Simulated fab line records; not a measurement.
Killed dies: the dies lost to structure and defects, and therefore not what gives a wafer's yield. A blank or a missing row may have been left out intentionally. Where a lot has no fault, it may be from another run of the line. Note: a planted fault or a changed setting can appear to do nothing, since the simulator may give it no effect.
Matching of chambers -- flow n5-finfet -- N5_BEOL_M4_ILD_DEP_00 on pecvd-04 has 3 sister chambers
The step deposits SiOC from DEMS/O2, target thk 79 nm, time 15.3 s. 3 wafers are shown with their chamber, then 7 later ones without.

## EACH WAFER AND ITS CHAMBER
wafer,chamber,throttle-valve-pct (%)
L076.6,1,12.0
L087.1,2,10.9
L087.2,0,11.7

## WAFERS WITH NO CHAMBER GIVEN
wafer,throttle-valve-pct (%)
L087.6,11.8
L091.1,12.2
L091.3,12.2
L091.4,10.6
L097.4,11.8
L097.5,11.0
L097.6,11.8

## EACH ONE'S CHAMBER
wafer,from the rows above,in truth
L087.6,can't be placed: 0 or 1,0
L091.1,can't be placed: 1 or 0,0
L091.3,can't be placed: 1 or 0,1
L091.4,2,2
L097.4,can't be placed: 0 or 1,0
L097.5,2,2
L097.6,can't be placed: 0 or 1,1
Correctly placed: 2 of 7. Cannot be placed on the basis of these rows: 5; the candidates contain the true chamber in 5. Wrongly placed: 0.
How it was worked out, from the rows above alone: a wafer's distance from a chamber is the root of the sum, over the readings, of the square of ((its reading less the chamber's mean) divided by the reading's scatter). If the next closest chamber is less than 2 further off than the closest, the wafer can't be placed; otherwise it belongs to the closest. For every chamber, the mean is computed from those of its wafers that are shown. The scatter: root of mean squared gap, hidden wafer to nearest shown wafer, with one shown wafer a chamber.
